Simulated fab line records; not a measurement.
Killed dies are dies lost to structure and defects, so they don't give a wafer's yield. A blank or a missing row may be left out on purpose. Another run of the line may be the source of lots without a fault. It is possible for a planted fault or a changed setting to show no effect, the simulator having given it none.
Chamber matching + flow nandHarc + NHARC_A_BLC_STRIP_21 on rieDiel-04: 4 sister chambers
The step strips in O2. 14 wafers are shown with their chamber, then 7 later ones without.

WAFERS WITH THEIR CHAMBER
| wafer  | chamber | oesProductAu (a.u.) | rfVppV (V) | throttleValvePct (%) |
|--------|---------|---------------------|------------|----------------------|
| L519.2 | 2       | 0.994               | 59.2       | 17.049               |
| L519.5 | 0       | 1.003               | 56.6       | 17.032               |
| L519.6 | 3       | 1.018               | 56.9       | 17.049               |
| L521.1 | 2       | 0.983               | 58.3       | 17.032               |
| L521.4 | 1       | 1.002               | 57.4       | 17.039               |
| L521.5 | 3       | 1.020               | 57.6       | 17.046               |
| L522.2 | 3       | 1.021               | 58.7       | 17.028               |
| L522.3 | 1       | 1.015               | 57.8       | 17.025               |
| L522.4 | 0       | 1.013               | 58.5       | 17.042               |
| L525.2 | 1       | 1.009               | 57.8       | 17.041               |
| L525.4 | 3       | 1.025               | 56.7       | 17.042               |
| L525.6 | 0       | 1.020               | 57.8       | 17.053               |
| L530.2 | 0       | 1.017               | 56.8       | 17.038               |
| L530.3 | 1       | 1.010               | 58.2       | 17.023               |

SIGNATURES (means of the wafers above)
| reading          | chamber 0 | chamber 1 | chamber 2 | chamber 3 | scatter within a chamber |
|------------------|-----------|-----------|-----------|-----------|--------------------------|
| oesProductAu     | 1.01325   | 1.00900   | 0.98850   | 1.02100   | 0.00581                  |
| rfVppV           | 57.425    | 57.800    | 58.750    | 57.475    | 0.744                    |
| throttleValvePct | 17.04125  | 17.03200  | 17.04050  | 17.04125  | 0.00948                  |
Rule: distance of a wafer from a chamber = root of the sum over the readings of ((wafer's reading minus chamber's mean) / reading's scatter) squared. The wafer belongs to the nearest chamber; if the next one is less than 2 further off, it can't be placed. The scatter is the square root of a quotient: the sum, over the shown wafers, of each reading's squared deviation from its chamber's mean, divided by wafers minus chambers.

WAFERS MISSING THEIR CHAMBER
| wafer  | oesProductAu (a.u.) | rfVppV (V) | throttleValvePct (%) |
|--------|---------------------|------------|----------------------|
| L530.4 | 1.007               | 58.2       | 17.032               |
| L531.1 | 1.006               | 58.2       | 17.043               |
| L531.2 | 1.005               | 58.3       | 17.044               |
| L531.5 | 0.993               | 59.3       | 17.026               |
| L538.2 | 0.997               | 57.4       | 17.034               |
| L538.3 | 1.020               | 57.2       | 17.035               |
| L538.5 | 1.022               | 57.4       | 17.021               |

WHICH CHAMBER EACH WENT THROUGH
| wafer  | from the rows above               | in truth |
|--------|-----------------------------------|----------|
| L530.4 | can't be placed: 1 or 0           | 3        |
| L531.1 | can't be placed: 1 or 0 or 3 or 2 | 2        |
| L531.2 | can't be placed: 1 or 0 or 2 or 3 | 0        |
| L531.5 | can't be placed: 2 or 1           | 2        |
| L538.2 | can't be placed: 1 or 2 or 0      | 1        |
| L538.3 | can't be placed: 3 or 0 or 1      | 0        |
| L538.5 | can't be placed: 3 or 1 or 0      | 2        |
Placed correctly: 0 of 7. From these rows, 7 cannot be placed; in 5 the true chamber is one of the candidates. Wrongly placed: 0.
